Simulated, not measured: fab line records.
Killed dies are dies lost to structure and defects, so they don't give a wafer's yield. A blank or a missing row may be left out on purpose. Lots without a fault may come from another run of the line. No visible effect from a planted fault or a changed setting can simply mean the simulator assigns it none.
Chamber matching    flow nandHarc    NHARC_A_CHANNEL_FILL_D1_CMP_10 on cmp-04: 4 sister chambers
The step polishes, target thk 150 nm. 4 wafers are shown with their chamber, then 12 later ones without.

## WAFERS, EACH WITH ITS CHAMBER
wafer   chamber  motorCurrentA (A)
L086.4  3        12.8
L088.1  2        11.0
L088.3  0        11.7
L088.4  1        11.3

## WAFERS WHOSE CHAMBER IS MISSING
wafer   motorCurrentA (A)
L091.1  11.3
L091.3  12.8
L091.5  12.1
L093.2  10.9
L093.3  12.5
L093.5  10.9
L095.1  12.3
L095.4  12.1
L095.6  11.7
L097.2  12.6
L097.4  12.8
L097.5  13.2

## WHICH CHAMBER EACH ONE RAN IN
wafer    from the rows above            in truth
L091.1   can't be placed: 1 or 2 or 0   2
L091.3   3                              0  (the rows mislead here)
L091.5   can't be placed: 0 or 3 or 1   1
L093.2   can't be placed: 2 or 1        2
L093.3   can't be placed: 3 or 0        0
L093.5   can't be placed: 2 or 1        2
L095.1   can't be placed: 3 or 0 or 1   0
L095.4   can't be placed: 0 or 3 or 1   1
L095.6   can't be placed: 0 or 1        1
L097.2   3                              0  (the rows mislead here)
L097.4   3                              3
L097.5   3                              3
Placed correctly: 2 of 12. Not placeable from these rows: 8 (in 8, the candidates include the true chamber). Wrongly placed: 2.
How it was worked out, from the rows above alone: a wafer's distance from a chamber is the root of the sum, over the readings, of the square of ((its reading less the chamber's mean) divided by the reading's scatter). If the next closest chamber is less than 2 further off than the closest, the wafer can't be placed; otherwise it belongs to the closest. A chamber's mean is the mean of its shown wafers. The scatter (one wafer shown for each chamber): square how far every hidden wafer sits from the nearest shown wafer, average those squares and take the square root.
